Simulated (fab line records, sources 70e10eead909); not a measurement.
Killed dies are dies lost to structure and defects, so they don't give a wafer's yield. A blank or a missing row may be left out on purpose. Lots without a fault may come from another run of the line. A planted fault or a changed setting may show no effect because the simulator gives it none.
fab line records | flow nand_harc
record lots=7 wafers=21 last_day=33
route steps=1302 shown A_STAIRCASE@671 END@1302
lots that met no fault: from a run of the same line without faults
start_h: hours from the record's first day to the start of the lot's first wafer shown | wait_h: hours since the lot's step before | " the same as in the row above | L1.1+2: a row that stands for several wafers | - no value, or no start given | * or withheld: withheld | < > ~ a bound
route shown NAME@n: a module of which the file shows steps, and the number in the route of the first | usual: mean/standard deviation of fault-free wafers | same: alike in all rows | chamber/n: place in a boat | sites: the reading at each site | _std_site: their standard deviation | _edge_site: outer sites' mean less inner sites' | radius_mm: how far each site lies from the wafer's centre | mask NAME#n: copy n | behind: the tool/chamber that last shaped the wafer | hold: why the lot was held/for how many hours/how that ended | device: the transistor (n, p or np) that didn't switch | end of line: the same wafers' tests at the end of the route | a step without rows: its recipe alone | killed: dies lost to structure and defects at the first sort, not the wafer's yield | map: a wafer's dies, x killed, . not, _ none there
set.NAME: the setting as run; set.NAME@STEP: as run at that earlier step | model.NAME: the simulator's own value behind a step, which no gauge read
lots at some steps of the route; a table a step, a row a wafer
services: from which hour (start_h, from the record's first day; less than 0 if before it) a tool's chamber was out of use, for how many hours, and why
## steps
# step NHARC_A_STAIRCASE_ETCH_15
# recipe target_depth_a=1000 time_s=40.5 ion_energy_ev=400 c4f8_flow_sccm=20 o2_flow_sccm=10 ar_flow_sccm=withheld rf_w=600 bias_w=1000 chemistry=C4F8/O2
# step NHARC_A_STAIRCASE_TRIM_16
# recipe time_s=211.2 o2_flow_sccm=500 ar_flow_sccm=0 bias_w=0 chemistry=O2
# step NHARC_A_STAIRCASE_ETCH_17
# recipe target_depth_a=1000 time_s=40.5 ion_energy_ev=400 c4f8_flow_sccm=20 o2_flow_sccm=10 ar_flow_sccm=withheld rf_w=600 bias_w=1000 chemistry=C4F8/O2
# step NHARC_A_STAIRCASE_TRIM_18
# recipe time_s=211.2 o2_flow_sccm=500 ar_flow_sccm=0 bias_w=0 chemistry=O2
# step NHARC_A_STAIRCASE_ETCH_19
# recipe target_depth_a=1000 time_s=40.5 ion_energy_ev=400 c4f8_flow_sccm=20 o2_flow_sccm=10 ar_flow_sccm=withheld rf_w=600 bias_w=1000 chemistry=C4F8/O2
# step NHARC_A_STAIRCASE_TRIM_20
# recipe time_s=211.2 o2_flow_sccm=500 ar_flow_sccm=0 bias_w=0 chemistry=O2
# usual chamber_pressure_mTorr=60.00/0.053 drypump_motor_current_A=5.6/0.45 mfc_ar_sccm=0.006/0.0073 o2_flow_sccm=500.1/1.6 oes_product_au=0.998/0.012 rf_vpp_V=57.9/0.89 showerhead_plenum_p_Torr=3.54/0.11 throttle_valve_pct=17.038/0.0087
# same bias_w=0
# columns lot.wafer tool chamber start_h wait_h chamber_pressure_mTorr drypump_motor_current_A mfc_ar_sccm o2_flow_sccm oes_product_au rf_hours_counter_h rf_vpp_V showerhead_plenum_p_Torr throttle_valve_pct
L984.3 rie_diel-08 1 403.30 0.1 59.94 5.7 0 497.0 1.021 10 57.9 3.58 17.041
L984.2 " 3 " " 59.94 5.5 0 500.8 0.975 13 56.8 3.33 17.030
L984.4 " 0 " " 59.97 5.3 0.009 496.7 1.006 - 57.9 3.53 17.032
L988.4 rie_diel-07 1 456.55 0.1 60.04 5.0 0.021 501.2 0.998 42 57.2 3.61 17.034
L988.6 " 0 " " 60.09 6.2 0.005 500.7 0.990 - 57.1 3.72 17.039
L988.5 " 1 " " 60.11 5.0 0.021 502.4 0.988 - 59.7 3.61 17.058
L989.1 rie_diel-08 2 456.83 0.1 59.94 5.4 0.001 503.0 1.025 25 58.4 3.49 17.048
L989.2 " 3 " " 59.93 5.5 0 499.7 0.989 30 56.9 3.32 17.041
L989.4 " 0 " " 59.97 5.2 0.009 499.4 1.003 22 57.8 3.52 17.033
L990.3 rie_diel-08 2 461.50 0.1 59.98 5.4 0.001 501.5 1.006 27 58.7 3.49 17.039
L990.4 " 3 " " 59.97 5.5 0 499.2 0.992 31 58.0 3.32 17.039
L990.1 " 0 " " 60.02 5.2 0.009 500.1 1.013 23 57.7 3.52 17.038
L997.1 rie_diel-07 2 536.40 0.1 60.03 5.3 0.012 499.2 0.991 17 59.0 3.63 17.050
L997.3 " 3 " " 59.94 5.3 0.016 499.9 0.986 17 56.3 3.46 17.029
L997.2 " 1 " " 60.06 5.1 0.021 500.5 0.987 19 58.5 3.59 17.034
L999.2 rie_diel-07 1 560.73 0.1 59.93 5.0 0.021 497.7 1.000 25 58.5 3.59 17.042
L999.6 " 0 " " 59.95 6.2 0.005 499.9 0.991 - 58.2 3.70 17.034
L999.5 " 1 " " 60.05 5.0 0.021 499.4 1.002 - 58.0 3.59 17.040
L101.1 rie_diel-07 1 580.76 0.1 60.00 5.1 0.021 500.8 0.982 34 56.8 3.58 17.049
L101.2 " 2 " " 60.01 5.3 0.012 499.0 0.999 32 58.0 3.62 17.032
L101.6 " 0 " " 60.07 6.2 0.005 498.4 0.992 - 59.2 3.70 17.051
# step NHARC_A_STAIRCASE_ETCH_21
# recipe target_depth_a=1000 time_s=40.5 ion_energy_ev=400 c4f8_flow_sccm=20 o2_flow_sccm=10 ar_flow_sccm=withheld rf_w=600 bias_w=1000 chemistry=C4F8/O2
# usual oes_product_au=0.947/0.016 rf_vpp_V=897/4.2
# columns lot.wafer tool chamber start_h wait_h oes_product_au rf_hours_counter_h rf_vpp_V
L984.2 rie_diel-08 0 - - 0.934 4 896
L984.3 " 3 " " 0.914 13 889
L984.4 " 3 " " 0.922 - 888
L988.4 rie_diel-07 1 - - 0.955 42 898
L988.6 " 0 " " 0.946 - 902
L988.5 " 1 " " 0.955 - 899
L989.1 rie_diel-08 3 - - 0.925 30 887
L989.2 " 1 " " 0.958 29 899
L989.4 " 2 " " 0.945 25 896
L990.3 rie_diel-08 3 - - 0.958 31 888
L990.4 " 0 " " 0.987 23 895
L990.1 " 2 " " 0.973 27 893
L997.1 rie_diel-07 0 - - 0.943 18 903
L997.3 " 2 " " 0.935 17 900
L997.2 " 3 " " 0.939 17 894
L999.2 rie_diel-07 0 - - 0.936 25 901
L999.6 " 0 " " 0.938 - 903
L999.5 " 1 " " 0.942 - 898
L101.2 rie_diel-07 2 - - 0.943 32 898
L101.1 " 0 " " 0.921 33 902
L101.6 " 3 " " 0.926 - 894
# step NHARC_A_STAIRCASE_TRIM_22
# recipe time_s=211.2 o2_flow_sccm=500 ar_flow_sccm=0 bias_w=0 chemistry=O2
# usual chamber_pressure_mTorr=60.00/0.058 drypump_motor_current_A=5.6/0.44 mfc_ar_sccm=0.006/0.0075 o2_flow_sccm=499.9/1.6 oes_product_au=0.997/0.012 rf_vpp_V=57.7/0.81 showerhead_plenum_p_Torr=3.54/0.11 throttle_valve_pct=17.037/0.0097
# same bias_w=0
# columns lot.wafer tool chamber start_h wait_h chamber_pressure_mTorr drypump_motor_current_A mfc_ar_sccm o2_flow_sccm oes_product_au rf_hours_counter_h rf_vpp_V showerhead_plenum_p_Torr throttle_valve_pct
L984.3 rie_diel-08 0 - - 60.04 5.2 0.009 498.8 1.020 4 58.4 3.53 17.038
L984.2 " 1 " " 60.14 5.7 0 505.6 1.028 11 57.6 3.58 17.042
L984.4 " 3 " " 59.97 5.5 0 499.8 0.991 - 56.9 3.33 17.035
L988.4 rie_diel-07 1 - - 60.04 5.0 0.021 502.7 1.006 42 56.9 3.61 17.044
L988.5 " 2 " " 60.06 5.2 0.012 501.3 1.002 - 58.5 3.64 17.038
L988.6 " 3 " " 60.05 5.3 0.016 502.8 0.994 - 58.2 3.47 17.047
L989.2 rie_diel-08 1 - - 60.06 5.8 0 498.7 1.020 29 56.5 3.57 17.051
L989.1 " 2 " " 59.97 5.4 0.001 499.7 1.013 25 56.9 3.49 17.032
L989.4 " 3 " " 59.99 5.6 0 499.3 0.987 30 56.4 3.32 17.068
L990.3 rie_diel-08 3 - - 60.03 5.5 0 500.6 0.980 31 56.6 3.32 17.044
L990.1 " 0 " " 59.99 5.2 0.009 501.1 1.011 23 57.5 3.52 17.020
L990.4 " 1 " " 60.00 5.7 0 499.7 1.004 31 57.4 3.57 17.037
L997.3 rie_diel-07 1 - - 60.01 5.0 0.021 498.9 0.995 19 58.5 3.59 17.046
L997.2 " 2 " " 60.04 5.3 0.012 502.1 1.008 17 57.7 3.63 17.019
L997.1 " 0 " " 60.03 6.1 0.005 498.0 0.988 18 57.8 3.71 17.042
L999.2 rie_diel-07 0 - - 60.00 6.2 0.005 498.1 0.993 25 57.4 3.70 17.042
L999.5 " 0 " " 60.08 6.2 0.005 499.8 0.992 - 58.2 3.70 17.058
L999.6 " 1 " " 59.92 5.1 0.021 498.5 0.981 - 57.5 3.59 17.041
L101.2 rie_diel-07 2 - - 59.99 5.2 0.012 503.2 0.988 32 57.8 3.62 17.043
L101.1 " 0 " " 59.98 6.2 0.005 499.1 0.991 33 57.0 3.70 17.028
L101.6 " 3 " " 59.94 5.3 0.016 500.0 0.993 - 57.6 3.45 17.047
# step NHARC_A_STAIRCASE_ETCH_23
# recipe target_depth_a=1000 time_s=40.5 ion_energy_ev=400 c4f8_flow_sccm=20 o2_flow_sccm=10 ar_flow_sccm=withheld rf_w=600 bias_w=1000 chemistry=C4F8/O2
# step NHARC_A_STAIRCASE_TRIM_24
# recipe time_s=211.2 o2_flow_sccm=500 ar_flow_sccm=0 bias_w=0 chemistry=O2
# step NHARC_A_STAIRCASE_ETCH_25
# recipe target_depth_a=1000 time_s=40.5 ion_energy_ev=400 c4f8_flow_sccm=20 o2_flow_sccm=10 ar_flow_sccm=withheld rf_w=600 bias_w=1000 chemistry=C4F8/O2
# usual oes_product_au=0.939/0.013 rf_vpp_V=896/4.4
# columns lot.wafer tool chamber start_h wait_h oes_product_au rf_hours_counter_h rf_vpp_V
L984.2 rie_diel-08 1 - - 0.941 11 897
L984.3 " 0 " " 0.941 4 898
L984.4 " 1 " " 0.939 - 898
L988.4 rie_diel-07 0 - - 0.932 41 903
L988.6 " 1 " " 0.943 - 899
L988.5 " 2 " " 0.946 - 899
L989.2 rie_diel-08 3 - - 0.936 30 887
L989.4 " 1 " " 0.965 29 899
L989.1 " 2 " " 0.952 26 896
L990.3 rie_diel-08 3 - - 0.924 31 888
L990.1 " 0 " " 0.948 24 896
L990.4 " 1 " " 0.946 31 896
L997.1 rie_diel-07 1 - - 0.930 19 897
L997.3 " 3 " " 0.932 17 893
L997.2 " 0 " " 0.927 19 903
L999.2 rie_diel-07 2 - - 0.937 23 900
L999.5 " 2 " " 0.928 - 899
L999.6 " 3 " " 0.931 - 893
L101.2 rie_diel-07 2 - - 0.951 32 898
L101.1 " 0 " " 0.928 33 902
L101.6 " 1 " " 0.945 - 898
# step NHARC_A_STAIRCASE_TRIM_26
# recipe time_s=211.2 o2_flow_sccm=500 ar_flow_sccm=0 bias_w=0 chemistry=O2
# usual bias_w=0/0 chamber_pressure_mTorr=60.00/0.054 drypump_motor_current_A=5.6/0.44 mfc_ar_sccm=0.006/0.0071 o2_flow_sccm=500.1/1.5 oes_product_au=0.996/0.012 rf_vpp_V=57.8/0.92 showerhead_plenum_p_Torr=3.54/0.11 throttle_valve_pct=17.037/0.0097
# columns lot.wafer tool chamber start_h wait_h bias_w chamber_pressure_mTorr drypump_motor_current_A mfc_ar_sccm o2_flow_sccm oes_product_au rf_hours_counter_h rf_vpp_V showerhead_plenum_p_Torr throttle_valve_pct
L984.3 rie_diel-08 0 404.82 - 0 60.04 5.2 0.009 499.7 0.999 4 57.8 3.53 17.032
L984.4 " 2 " " 0 59.92 5.4 0.001 499.1 1.009 6 58.6 3.50 17.038
L984.2 " 3 " " 0 60.04 5.5 0 501.0 0.982 13 56.1 3.33 17.041
L988.4 rie_diel-07 3 457.31 - - - - - - - - - - -
L988.6 " 0 " " - - - - - - - - - -
L988.5 " 1 " " - - - - - - - - - -
L989.4 rie_diel-08 0 457.57 - - - - - - - - - - -
L989.2 " 2 " " - - - - - - - - - -
L989.1 " 3 " " - - - - - - - - - -
L990.3 rie_diel-08 2 462.21 - - - - - - - - - - -
L990.4 " 3 " " - - - - - - - - - -
L990.1 " 0 " " - - - - - - - - - -
L997.2 rie_diel-07 3 537.19 - 0 60.07 5.3 0.016 498.6 0.987 17 57.5 3.46 17.039
L997.3 " 0 " " 0 59.96 6.2 0.005 499.0 0.981 19 58.1 3.71 17.016
L997.1 " 1 " " 0 60.03 5.0 0.021 497.7 0.986 19 58.3 3.59 17.054
L999.2 rie_diel-07 1 561.53 - 0 60.00 5.0 0.021 501.2 0.989 25 58.1 3.59 17.030
L999.5 " 3 " " 0 60.05 5.2 0.016 499.1 1.005 - 57.3 3.45 17.037
L999.6 " 0 " " 0 59.99 6.2 0.005 499.9 0.985 - 57.9 3.70 17.040
L101.1 rie_diel-07 3 581.55 - 0 60.01 5.3 0.016 502.2 1.006 31 59.2 3.45 17.029
L101.2 " 2 " " 0 60.04 5.2 0.012 500.7 1.001 32 56.2 3.62 17.017
L101.6 " 0 " " 0 60.00 6.2 0.005 500.1 0.988 - 57.1 3.70 17.045
# step NHARC_A_STAIRCASE_ETCH_27
# recipe target_depth_a=1000 time_s=40.5 ion_energy_ev=400 c4f8_flow_sccm=20 o2_flow_sccm=10 ar_flow_sccm=withheld rf_w=600 bias_w=1000 chemistry=C4F8/O2
# usual oes_product_au=0.942/0.011 rf_vpp_V=896/4.3
# columns lot.wafer tool chamber start_h wait_h oes_product_au rf_hours_counter_h rf_vpp_V
L984.2 rie_diel-08 0 - - 0.940 5 895
L984.4 " 1 " " 0.946 11 899
L984.3 " 2 " " 0.925 6 894
L988.4 rie_diel-07 1 - - 0.944 43 898
L988.5 " 1 " " 0.945 - 900
L988.6 " 2 " " 0.943 - 900
L989.1 rie_diel-08 3 - - 0.938 30 888
L989.4 " 0 " " 0.944 22 896
L989.2 " 1 " " 0.958 29 898
L990.3 rie_diel-08 3 - - 0.920 32 890
L990.4 " 0 " " 0.943 24 896
L990.1 " 2 " " 0.938 28 895
L997.2 rie_diel-07 2 - - 0.942 18 899
L997.3 " 0 " " 0.938 19 902
L997.1 " 1 " " 0.936 19 899
L999.2 rie_diel-07 1 - - 0.942 25 899
L999.5 " 2 " " 0.948 - 900
L999.6 " 3 " " 0.938 - 893
L101.2 rie_diel-07 0 - - 0.925 33 902
L101.1 " 1 " " 0.935 34 898
L101.6 " 3 " " 0.940 - 893
# step NHARC_END_SORT_01
# recipe temp_c=25
# usual killed_at_array=58/20 killed_at_other=1.0/1.2 killed_at_periphery=4.1/3 killed_dies=63/20 killed_open=3.2/1.7 killed_short=2.5/1.5
# same gross_dies=677
# columns lot.wafer tool chamber start_h wait_h killed_at_array killed_at_other killed_at_periphery killed_dies killed_open killed_short
L990.1 prober-02 0 658.88 2.5 669 2 6 677 3 2
L990.3 prober-02 0 660.50 3.1 674 0 3 677 3 2
L990.4 prober-02 0 661.31 3.4 672 0 5 677 2 1
L988.4 prober-01 0 661.24 3.4 672 0 5 677 2 1
L988.5 prober-01 0 662.04 3.7 667 2 8 677 5 1
L988.6 prober-01 0 662.85 4.0 667 3 7 677 5 8
L989.1 prober-01 0 667.51 2.5 668 0 9 677 1 2
L989.2 prober-01 0 668.31 2.8 670 2 5 677 4 3
L989.4 prober-01 0 669.90 3.4 672 0 5 677 5 4
# killed by level:class
L990.1 A_STAIRCASE:area_trim=626 A_CHANNEL_HOLE_D1:chamber_film_flake=25 A_STAIRCASE:chamber_film_flake=4 P_BONDPAD:chamber_film_flake=3 A_SLIT:chamber_film_flake=3 P_GATE:chamber_film_flake=2 A_CHANNEL_FILL_D1:chamber_film_flake=2 A_CHANNEL_HOLE_D2:chamber_film_flake=2
L990.3 A_STAIRCASE:area_trim=635 A_CHANNEL_HOLE_D1:chamber_film_flake=26 A_STAIRCASE:chamber_film_flake=4 A_CHANNEL_FILL_D2:geometric_particle:short=2 P_BONDPAD:chamber_film_flake=2 A_SLIT:chamber_film_flake=2 A_WL_FILL:chamber_film_flake=2 A_SOURCE_PLATE:geometric_particle:open=1
L988.4 A_STAIRCASE:area_trim=622 A_SLIT:chamber_film_flake=31 A_CHANNEL_HOLE_D2:chamber_film_flake=5 A_CONTACT:chamber_film_flake=5 P_GATE:chamber_film_flake=4 A_CHANNEL_HOLE_D1:chamber_film_flake=2 A_STAIRCASE:chamber_film_flake=2 A_CHANNEL_FILL_D1:geometric_particle:open=1
L990.4 A_STAIRCASE:area_trim=640 A_CHANNEL_HOLE_D1:chamber_film_flake=28 P_CONTACT:chamber_film_flake=2 P_GATE:geometric_particle:open=1 P_CONTACT:geometric_particle:open=1 A_DECK1_JOINT:geometric_particle:short=1 P_BONDPAD:chamber_film_flake=1 A_CHANNEL_HOLE_D2:chamber_film_flake=1
L988.5 A_STAIRCASE:area_trim=614 A_SLIT:chamber_film_flake=25 A_CHANNEL_HOLE_D2:chamber_film_flake=9 P_ZERO_WELL:chamber_film_flake=5 A_CHANNEL_HOLE_D1:chamber_film_flake=5 A_CONTACT:chamber_film_flake=4 P_GATE:geometric_particle:open=2 A_STAIRCASE:chamber_film_flake=2
L988.6 A_STAIRCASE:area_trim=596 A_SLIT:chamber_film_flake=40 A_CHANNEL_HOLE_D2:chamber_film_flake=7 A_CONTACT:chamber_film_flake=6 P_ZERO_WELL:chamber_film_flake=4 A_CHANNEL_HOLE_D1:chamber_film_flake=3 A_SOURCE_PLATE:geometric_particle:short=2 P_GATE:chamber_film_flake=2
L989.1 A_STAIRCASE:area_trim=602 A_SLIT:chamber_film_flake=32 A_CHANNEL_HOLE_D2:chamber_film_flake=12 A_CHANNEL_HOLE_D1:chamber_film_flake=8 A_CONTACT:chamber_film_flake=8 P_STI:chamber_film_flake=6 A_STAIRCASE:chamber_film_flake=3 P_CONTACT:geometric_particle:short=1
L989.2 A_STAIRCASE:area_trim=601 A_SLIT:chamber_film_flake=35 A_CHANNEL_HOLE_D2:chamber_film_flake=11 A_CONTACT:chamber_film_flake=8 A_CHANNEL_HOLE_D1:chamber_film_flake=6 A_ONON_D2:geometric_particle:open=2 P_ZERO_WELL:chamber_film_flake=2 THIN_TSV:chamber_film_flake=2
L989.4 A_STAIRCASE:area_trim=600 A_SLIT:chamber_film_flake=33 A_CHANNEL_HOLE_D2:chamber_film_flake=16 A_STAIRCASE:chamber_film_flake=5 A_CHANNEL_HOLE_D1:chamber_film_flake=4 P_STI:chamber_film_flake=3 A_CONTACT:chamber_film_flake=3 A_CHANNEL_FILL_D1:geometric_particle:short=2
# map L988.4 (x killed, . not)
____________x____________
_________xxxxxxx_________
_______xxxxxxxxxxx_______
______xxxxxxxxxxxxx______
_____xxxxxxxxxxxxxxx_____
____xxxxxxxxxxxxxxxxx____
____xxxxxxxxxxxxxxxxx____
___xxxxxxxxxxxxxxxxxxx___
___xxxxxxxxxxxxxxxxxxx___
__xxxxxxxxxxxxxxxxxxxxx__
__xxxxxxxxxxxxxxxxxxxxx__
_xxxxxxxxxxxxxxxxxxxxxxx_
_xxxxxxxxxxxxxxxxxxxxxxx_
_xxxxxxxxxxxxxxxxxxxxxxx_
_xxxxxxxxxxxxxxxxxxxxxxx_
_xxxxxxxxxxxxxxxxxxxxxxx_
xxxxxxxxxxxxxxxxxxxxxxxxx
xxxxxxxxxxxxxxxxxxxxxxxxx
xxxxxxxxxxxxxxxxxxxxxxxxx
xxxxxxxxxxxxxxxxxxxxxxxxx
xxxxxxxxxxxxxxxxxxxxxxxxx
_xxxxxxxxxxxxxxxxxxxxxxx_
_xxxxxxxxxxxxxxxxxxxxxxx_
_xxxxxxxxxxxxxxxxxxxxxxx_
_xxxxxxxxxxxxxxxxxxxxxxx_
_xxxxxxxxxxxxxxxxxxxxxxx_
__xxxxxxxxxxxxxxxxxxxxx__
__xxxxxxxxxxxxxxxxxxxxx__
___xxxxxxxxxxxxxxxxxxx___
___xxxxxxxxxxxxxxxxxxx___
____xxxxxxxxxxxxxxxxx____
____xxxxxxxxxxxxxxxxx____
_____xxxxxxxxxxxxxxx_____
______xxxxxxxxxxxxx______
_______xxxxxxxxxxx_______
_________xxxxxxx_________
____________x____________
# map L989.1 (x killed, . not)
____________x____________
_________xxxxxxx_________
_______xxxxxxxxxxx_______
______xxxxxxxxxxxxx______
_____xxxxxxxxxxxxxxx_____
____xxxxxxxxxxxxxxxxx____
____xxxxxxxxxxxxxxxxx____
___xxxxxxxxxxxxxxxxxxx___
___xxxxxxxxxxxxxxxxxxx___
__xxxxxxxxxxxxxxxxxxxxx__
__xxxxxxxxxxxxxxxxxxxxx__
_xxxxxxxxxxxxxxxxxxxxxxx_
_xxxxxxxxxxxxxxxxxxxxxxx_
_xxxxxxxxxxxxxxxxxxxxxxx_
_xxxxxxxxxxxxxxxxxxxxxxx_
_xxxxxxxxxxxxxxxxxxxxxxx_
xxxxxxxxxxxxxxxxxxxxxxxxx
xxxxxxxxxxxxxxxxxxxxxxxxx
xxxxxxxxxxxxxxxxxxxxxxxxx
xxxxxxxxxxxxxxxxxxxxxxxxx
xxxxxxxxxxxxxxxxxxxxxxxxx
_xxxxxxxxxxxxxxxxxxxxxxx_
_xxxxxxxxxxxxxxxxxxxxxxx_
_xxxxxxxxxxxxxxxxxxxxxxx_
_xxxxxxxxxxxxxxxxxxxxxxx_
_xxxxxxxxxxxxxxxxxxxxxxx_
__xxxxxxxxxxxxxxxxxxxxx__
__xxxxxxxxxxxxxxxxxxxxx__
___xxxxxxxxxxxxxxxxxxx___
___xxxxxxxxxxxxxxxxxxx___
____xxxxxxxxxxxxxxxxx____
____xxxxxxxxxxxxxxxxx____
_____xxxxxxxxxxxxxxx_____
______xxxxxxxxxxxxx______
_______xxxxxxxxxxx_______
_________xxxxxxx_________
____________x____________
## services
# columns tool chamber start_h hours kind
rie_diel-08 2 393.50 11.2 repair
rie_diel-08 0 393.82 3.0 repair
rie_diel-07 0 401.36 - clean
rie_diel-07 1 401.36 - clean
rie_diel-07 2 401.36 - clean
rie_diel-07 3 401.36 - clean
rie_diel-08 1 416.73 3.3 repair
rie_diel-07 0 425.86 - clean
rie_diel-07 1 425.86 - clean
rie_diel-07 2 425.86 - clean
rie_diel-07 3 425.86 - clean
rie_diel-07 1 442.29 7.0 repair
rie_diel-07 0 450.61 - clean
rie_diel-07 1 450.61 - clean
rie_diel-07 2 450.61 - clean
rie_diel-07 3 450.61 - clean
rie_diel-07 - 471.29 9.0 pm
rie_diel-07 0 471.29 9.0 vent_cycle
rie_diel-07 1 471.29 9.0 vent_cycle
rie_diel-07 2 471.29 9.0 vent_cycle
rie_diel-07 3 471.29 9.0 vent_cycle
rie_diel-08 1 507.94 34.1 repair
rie_diel-08 - 510.07 0.4 repair
rie_diel-08 - 548.92 9.0 pm
## key
first_sign step=NHARC_A_STAIRCASE_TRIM_26 reading=tool_record direction=missing
effect step=NHARC_END_SORT_01 reading=killed_dies direction=up sigmas=31 usual=63 struck=677
more_kills_born_at NHARC_A_STAIRCASE_TRIM_26@rie_diel-08=3703 NHARC_A_STAIRCASE_TRIM_26@rie_diel-07=1833
met_at NHARC_A_STAIRCASE_TRIM_26
struck_wafers L988.4,L988.5,L988.6,L989.1,L989.2,L989.4,L990.1,L990.3,L990.4
later_rows_left_out L988.4,L988.5,L988.6,L989.1,L989.2,L989.4,L990.1,L990.3,L990.4
tester_left_out L988,L989,L990
onset_between 404.82 457.31
fault kind=skipped_step_whole tool=rie_diel-07,rie_diel-08 chamber=- onset_h=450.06 steps=NHARC_A_STAIRCASE_TRIM_26 scope=struck_lots_only
# tester_left_out: of these lots the tester's yield and bins aren't shown, on N5 and GAA mostly nor the transistor test; their killed dies are dies lost to structure and defects alone, not to doping, threshold or leakage, so they don't give the yield
# later_rows_left_out: the simulator's readings of these wafers behind a module that went badly wrong aren't trusted and aren't shown, but for the sort
